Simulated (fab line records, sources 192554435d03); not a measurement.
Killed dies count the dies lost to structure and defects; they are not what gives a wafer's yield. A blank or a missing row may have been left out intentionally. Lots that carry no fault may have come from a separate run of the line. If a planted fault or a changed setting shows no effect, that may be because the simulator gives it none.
fab line records	flow n5_finfet
record: lots: 4	wafers: 12	last_day: 18
route steps=1938 shown DUMMY_REMOVAL@377 HKMG_FIN@385 BEOL_M4@1111 PASSIVATION@1936
lots with no fault: from the same line, run without faults
start_h: start of the lot's first displayed wafer, in hours after the record's first day	wait_h: time in hours since the lot's previous step	" identical to the entry in the row above	L1.1+2: a row that stands for several wafers	- no value present, or no start provided	* or withheld: withheld	< > ~ a bound
route shown NAME@n: NAME is a module with steps in the file, n the number in the route of the first one	usual: the fault-free wafers' mean and standard deviation	same: alike in all rows	chamber/n: place in a boat	sites: readings site by site	_std_site: their standard deviation	_edge_site: mean of outer sites minus mean of inner sites	radius_mm: for every site, how far away it sits from the centre of the wafer	mask NAME#n: copy n	behind: tool/chamber where the wafer was last shaped	hold: reason for holding the lot/hours on hold/outcome of the hold	device: transistor that didn't switch, given as n, p or np	end of line: the same wafers' tests at the end of the route	step lacking rows: just its recipe	killed: not the wafer's yield, but the dies lost to structure and defects at the first sort	map: a wafer's dies, marking killed ones x, the rest . and places with no die _
set.NAME: the setting as run; set.NAME@STEP: as run at that earlier step	model.NAME: the simulator's own value behind a step, which no gauge read
lots seen at some steps along the route; tables by step, rows by wafer
== steps ==
step: N5_DUMMY_REMOVAL_HM_STRIP_01
recipe: chemistry: CH3F/O2	material: SiNx	target_depth_a: 40	stop_on: poly-Si	time_s: 6.8	over_etch_frac: 0.3	ion_energy_ev: 60	power_w: 410	bias_w: 29	Ar_flow_sccm: 150	CH3F_flow_sccm: 30	O2_flow_sccm: 20
step: N5_DUMMY_REMOVAL_STRIP_10
recipe: chemistry: N2/H2	time_s: 40	power_w: 100	temp_c: 40	pressure_mtorr: 100	rf_frequency_hz: 6e+07	bias_power_w: 3	n2_flow_sccm: 300	h2_flow_sccm: 300
step: N5_DUMMY_REMOVAL_PRECLEAN_07
recipe: chemistry: dHF	time_s: 30	temp_c: 25	dilution: withheld
step: N5_DUMMY_REMOVAL_DUMMY_REMOVE_02
recipe: chemistry: TMAH	temp_c: 70	target: poly-Si	stop_on: SiO2	target_depth_nm: 142	conc_wt_pct: 5	time_s: 57	dry: ipa_marangoni	rinse_time_s: 30	rinse_temp_c: 23
step: N5_DUMMY_REMOVAL_PRECLEAN_08
recipe: chemistry: NF3:NH3	afs_cycles: 2	temp_c: 30	time_s: 20	sublimation_temp_c: 180	sublimation_time_s: 60	pressure_torr: 3	rf_power_w: 30
step: N5_DUMMY_REMOVAL_PRECLEAN_04
recipe: chemistry: DHF	time_s: 37	temp_c: 25	dilution: 500:1
step: N5_DUMMY_REMOVAL_SRD_05
recipe: dry: ipa_marangoni	do_ppb: 5	time_s: 30	temp_c: 23	rinse_liquid: diw
step: N5_HKMG_FIN_IL_REGROW_00
recipe: material: SiO2	target_thk_a: 7.5	chemistry: O3	temp_c: withheld	time_s: 30
step: N5_HKMG_FIN_HK_ALD_01
recipe: material: HfO2	target_thk_a: 16	temp_c: withheld	ald_precursor_family: HfCl4	ald_co_reactant: H2O	pulse_time_s: 3	purge_time_s: 3	co_reactant_purge_time_s: 2.5	co_reactant_pulse_time_s: 0.3	ald_cycles: 30
step: N5_HKMG_FIN_HK_ANNEAL_02
recipe: temp_c: 700	time_s: 30	ambient: N2	idle_temp_c: 600	ramp_up_c_per_s: 150	ramp_down_c_per_s: 60	cool_to_c: 600
usual: lamp_power_pct: 8.80/0.051	lamp_zone_1_pct: 8.797/0.012	lamp_zone_2_pct: 8.798/0.01	wafer_temp_C_max: 703.0/0.6
lot.wafer	tool	chamber	start_h	wait_h	lamp_power_pct	lamp_zone_1_pct	lamp_zone_2_pct	wafer_temp_C_max
L426.1	rtp_anneal-01	-	132.64	0.1	-	-	-	-
L426.4	"	-	"	"	-	-	-	-
L426.5	"	-	"	"	-	-	-	-
L427.1	rtp_anneal-02	-	139.27	0.1	-	-	-	-
L427.2	"	-	"	"	-	-	-	-
L427.4	"	-	"	"	-	-	-	-
L433.2	rtp_anneal-02	0	173.10	0.2	8.82	8.798	8.794	702.8
L433.3	"	0	"	"	8.78	8.815	8.794	703.1
L433.6	"	0	"	"	8.79	8.794	8.801	703.4
L438.1	rtp_anneal-01	0	205.06	0.3	8.86	8.781	8.797	703.0
L438.2	"	0	"	"	8.75	8.793	8.811	702.4
L438.6	"	0	"	"	8.81	8.795	8.795	702.7
step: N5_HKMG_FIN_ALD_74
recipe: material: La2O3	target_thk_a: 5	temp_c: 250	ald_precursor_family: La-Cp	ald_co_reactant: O3	pulse_time_s: 6	co_reactant_pulse_time_s: 1	purge_time_s: 3	co_reactant_purge_time_s: 3
step: N5_HKMG_FIN_ALD_75
recipe: material: Al2O3	target_thk_a: 10	temp_c: 150	ald_precursor_family: TMA	ald_co_reactant: H2O	pulse_time_s: withheld	co_reactant_pulse_time_s: 1
step: N5_HKMG_FIN_COAT_41
recipe: resist: SOC	temp_c: 250	time_s: 60	spin_rpm: 1500	resist_thk_nm: 300
step: N5_HKMG_FIN_COAT_42
recipe: resist: SiARC	temp_c: 220	time_s: 60	spin_rpm: 1500	resist_thk_nm: 35
step: N5_HKMG_FIN_COAT_43
recipe: resist: CAR-ArF	spin_rpm: 1500	resist_thk_nm: 90
step: N5_HKMG_FIN_EBR_45
recipe: solvent: PGMEA	ebr_width_mm: 1.5
step: N5_HKMG_FIN_SOFTBAKE_44
recipe: temp_c: 110	time_s: 60	resist: CAR-ArF
step: N5_HKMG_FIN_EXPOSE_46
recipe: mask_id: NDIPOLE	na: 1.35	source_shape: conventional	sigma_outer: 0.8	polarization: unpolarized	dose_mj: 40
step: N5_HKMG_FIN_PEB_47
recipe: peb_temp_c: withheld	peb_time_s: 60	resist: CAR-ArF
step: N5_HKMG_FIN_DEVELOP_48
recipe: develop_time_s: 30	developer: TMAH	resist: CAR-ArF	rinse_liquid: diw	dry: air_spin	dev_temp_c: 23
step: N5_HKMG_FIN_DESCUM_53
recipe: chemistry: O2	time_s: 7.9	source_power_w: 50	bias_power_w: 20	pressure_mtorr: 20	rf_frequency_hz: 2.712e+07	temp_c: 40	resist: CAR-ArF	o2_flow_sccm: 225
step: N5_HKMG_FIN_ETCH_54
recipe: chemistry: CF4	target: SiARC	target_depth_a: 455	mask_material: CAR-ArF	time_s: 75.8	ion_energy_ev: 80	pressure_mtorr: 40	source_w: 545	bias_w: 36	Ar_flow_sccm: 100	cf4_flow_sccm: 100	ends: cleared
step: N5_HKMG_FIN_ETCH_55
recipe: chemistry: N2/H2	target: SOC	target_depth_a: 2400	temp_c: 40	time_s: 300	ion_energy_ev: 200	mask_material: SiARC	pressure_mtorr: 30	source_w: 840	bias_w: 150	n2_flow_sccm: 200	h2_flow_sccm: 200
step: N5_HKMG_FIN_STRIP_56
recipe: chemistry: N2/H2	temp_c: 40	n2_flow_sccm: 200	h2_flow_sccm: 200	rf_frequency_hz: 6e+07
step: N5_HKMG_FIN_STRIP_57
recipe: chemistry: CF4	resist: SiARC	power_w: 300	bias_power_w: 75	pressure_mtorr: 50	cf4_flow_sccm: 150	rf_frequency_hz: 6e+07
step: N5_HKMG_FIN_ETCH_58
recipe: chemistry: N2/H2	target: SOC	target_depth_a: 2158	ion_energy_ev: 50	bias_w: 13	time_s: 741	pressure_mtorr: 30	source_w: 875	n2_flow_sccm: 200	h2_flow_sccm: 200
step: N5_HKMG_FIN_STRIP_93
recipe: chemistry: N2/H2	material: SOC	time_s: 20	power_w: 500	temp_c: 40	pressure_mtorr: 50	rf_frequency_hz: 6e+07	bias_power_w: 8	h2_frac: 0.5	n2_flow_sccm: 300	h2_flow_sccm: 300
step: N5_HKMG_FIN_WET_ETCH_76
recipe: chemistry: dNH4OH	mix: 1:50	temp_c: 25	target: Al2O3	stop_on: La2O3	target_depth_nm: 2.25	dry: ipa_marangoni	rinse_time_s: 30	rinse_temp_c: 23
step: N5_HKMG_FIN_STRIP_60
recipe: chemistry: N2/H2	power_w: 2500	temp_c: 300	h2_frac: 0.65	time_s: 360	pressure_mtorr: withheld	n2_flow_sccm: 1750	h2_flow_sccm: 3250
step: N5_HKMG_FIN_WET_ETCH_77
recipe: chemistry: dHCl	mix: 1:10000	temp_c: 25	target: La2O3	stop_on: HfO2	target_depth_nm: 2
step: N5_HKMG_FIN_WET_ETCH_78
recipe: chemistry: dNH4OH	mix: 1:50	temp_c: 25	target: Al2O3	stop_on: La2O3	target_depth_nm: 4.5	dry: ipa_marangoni	rinse_time_s: 30	rinse_temp_c: 23
step: N5_HKMG_FIN_ALD_79
recipe: material: TiN	target_thk_a: 15	temp_c: 400	ald_precursor_family: TiCl4	ald_co_reactant: NH3	pulse_time_s: 1	purge_time_s: 3	co_reactant_purge_time_s: 2	co_reactant_pulse_time_s: 2	ald_cycles: 68	pressure_torr: 3
step: N5_HKMG_FIN_CVD_62
recipe: material: a-Si	target_thk_a: 30	temp_c: 500	precursor: Si2H6	pressure_torr: 1	time_s: 20.8
step: N5_HKMG_FIN_RTA_80
recipe: temp_c: withheld	time_s: 2	ambient: N2	idle_temp_c: 600	ramp_up_c_per_s: 150	ramp_down_c_per_s: 60	cool_to_c: 600
step: N5_HKMG_FIN_PRECLEAN_64
recipe: chemistry: dHF	time_s: 30	temp_c: 25	dilution: withheld
step: N5_HKMG_FIN_WET_ETCH_65
recipe: chemistry: TMAH	temp_c: 70	conc_wt_pct: 5	target: a-Si	stop_on: TiN	time_s: 49	target_depth_nm: 3
step: N5_BEOL_M4_RC_MEAS_101
usual: DIBL_N: 36.9/1.7	DIBL_P: 37.3/2.3	IOFF_N: 0.16/0.033	IOFF_P: 0.22/0.04	ION_N: 673/12	ION_P: 463/8	RC_DENSE_N: 19.1/0.41	RC_N: 15.6/0.32	RS_SD_N: 28.5/0.37	RS_SD_P: 66.0/1.1	SS_N: 71.6/0.58	SS_P: 73.4/0.74	VT_N: 250/3.2	VT_P: -250/3.4
lot.wafer	tool	chamber	start_h	wait_h	DIBL_N[mV/V]	DIBL_P[mV/V]	IOFF_N[nA/um]	IOFF_P[nA/um]	ION_N[uA/um]	ION_P[uA/um]	RC_DENSE_N[ohm.um]	RC_N[ohm.um]	RS_SD_N[ohm/sq]	RS_SD_P[ohm/sq]	SS_N[mV/dec]	SS_P[mV/dec]	VT_N[mV]	VT_P[mV]
L426.1	prober-02	0	225.44	0.0	38.3	38.0	0.17	0.26	676	468	17.1	13.9	26.4	62.8	72.4	74.4	254	-247
L426.4	"	0	"	"	35.6	35.7	0.14	0.22	664	465	17.6	14.4	26.3	62.0	71.3	73.0	252	-253
L426.5	"	0	"	"	38.7	40.8	0.20	0.32	682	473	17.3	14.0	26.4	61.6	72.1	74.1	248	-243
L427.1	prober-01	0	242.29	0.0	35.4	35.3	0.12	0.17	674	462	17.1	13.8	26.2	62.0	71.4	72.6	254	-253
L427.2	"	0	"	"	37.6	37.3	0.16	0.21	681	461	16.9	13.8	26.3	62.3	71.0	73.9	249	-251
L427.4	"	0	"	"	32.6	32.4	0.09	0.14	644	454	17.4	14.1	26.5	62.3	70.3	72.3	257	-252
L433.2	prober-01	0	274.04	0.2	31.0	31.9	0.10	0.14	656	458	18.6	15.2	28.4	66.4	70.2	71.4	255	-253
L433.3	"	0	"	"	34.2	35.3	0.14	0.18	662	453	18.9	15.3	28.6	65.7	71.2	72.3	250	-251
L433.6	"	0	"	"	33.9	34.6	0.13	0.19	667	460	18.7	15.2	28.1	65.2	71.1	73.0	250	-251
L438.1	prober-02	0	307.44	0.0	37.5	38.2	0.14	0.21	665	464	19.9	16.2	28.4	67.4	71.6	74.4	253	-250
L438.2	"	0	"	"	38.8	40.8	0.19	0.26	682	473	19.9	16.1	28.3	67.5	71.6	74.9	248	-251
L438.6	"	0	"	"	36.7	37.2	0.14	0.20	672	461	19.4	16.0	28.3	67.3	71.2	73.6	255	-253
step: N5_PASSIVATION_PROBE_49
usual: defect_limited_yield: 91.2/1.3	killed_at_M0_to_M3: 34/10	killed_at_M4_up: 13/4.6	killed_at_contacts: 13/5.5	killed_at_front_end: 41/12	killed_at_other: 2.8/2.4	killed_dies: 104/16	killed_open: 67/12	killed_short: 33/7.2	sort_bin_5_function: 5.1/0.86	sort_bin_6_memory: 3.3/0.62	sort_n_pass: 1076/16	sort_yield_pct: 91.2/1.3
same: gross_dies: 1180	killed_at_back_side: 0	sort_bin_4_leakage[%]: 0	sort_bin_8_speed[%]: 0
lot.wafer	tool	chamber	start_h	wait_h	defect_limited_yield[%]	killed_at_M0_to_M3	killed_at_M4_up	killed_at_contacts	killed_at_front_end	killed_at_other	killed_dies	killed_open	killed_short	sort_bin_5_function[%]	sort_bin_6_memory[%]	sort_n_pass	sort_yield_pct[%]
L426.1	prober-02	-	335.61	0.0	90.4	37	17	25	31	3	113	80	32	5.1	4.2	1067	90.4
L426.4	prober-02	-	335.76	0.2	91.6	28	14	11	46	0	99	64	31	5.3	2.8	1081	91.6
L426.5	prober-02	-	335.81	0.2	87.8	54	23	8	58	1	144	105	31	7.7	4.0	1036	87.8
L427.2	prober-01	-	360.52	1.0	91.2	40	23	10	31	0	104	67	32	5.7	2.9	1076	91.2
killed by level:class
L426.1 MOL_CONTACT_COAG:geometric_particle:open=19 BEOL_M1:geometric_particle:open=14 BEOL_M0_SAQP:geometric_particle:open=7 MOL_CONTACT_COAG:geometric_particle:short=6 STARTING-WAFER:geometric_particle:open=6 STI_FIN_REVEAL:geometric_particle:open=5 BEOL_M4:geometric_particle:open=5 BEOL_M5:geometric_particle:open=5
L426.4 FIN_SAQP:geometric_particle:open=10 MOL_CONTACT_COAG:geometric_particle:open=9 STI_FIN_REVEAL:geometric_particle:open=8 GATE_CUT:geometric_particle:short=7 BEOL_M1:geometric_particle:open=6 BEOL_M3:geometric_particle:open=6 FIN_SAQP:geometric_particle:short=5 BEOL_M4:geometric_particle:open=5
L426.5 STI_FIN_REVEAL:geometric_particle:open=19 BEOL_M4:geometric_particle:open=13 FIN_SAQP:geometric_particle:open=12 BEOL_M0_SAQP:geometric_particle:short=12 BEOL_M0_SAQP:geometric_particle:open=12 BEOL_M1:geometric_particle:open=12 BEOL_M3:geometric_particle:open=8 MOL_CONTACT_COAG:geometric_particle:open=6
L427.2 BEOL_M1:geometric_particle:open=15 FIN_SAQP:geometric_particle:open=8 BEOL_M4:geometric_particle:open=7 BEOL_M4:geometric_particle:short=7 MOL_CONTACT_COAG:geometric_particle:open=7 BEOL_M2:geometric_particle:open=6 BEOL_M3:geometric_particle:open=5 STARTING-WAFER:geometric_particle:short=4
== key ==
first_sign: step: N5_HKMG_FIN_HK_ANNEAL_02	reading: tool_record	direction: missing
effect: step: N5_BEOL_M4_RC_MEAS_101	reading: RS_SD_N	direction: down	sigmas: 5.8	usual: 28.5	struck: 26.3
effect: step: N5_BEOL_M4_RC_MEAS_101	reading: RC_N	direction: down	sigmas: 5	usual: 15.6	struck: 14.0
effect: step: N5_BEOL_M4_RC_MEAS_101	reading: RC_DENSE_N	direction: down	sigmas: 4.6	usual: 19.1	struck: 17.2
effect: step: N5_BEOL_M4_RC_MEAS_101	reading: RS_SD_P	direction: down	sigmas: 3.4	usual: 66.0	struck: 62.2
met_at N5_HKMG_FIN_HK_ANNEAL_02
struck_wafers L426.1,L426.4,L426.5,L427.1,L427.2,L427.4
fault: kind: skipped_step_whole	tool: rtp_anneal-01,rtp_anneal-02	chamber: -	onset_h: 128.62	steps: N5_HKMG_FIN_HK_ANNEAL_02	scope: struck_lots_only
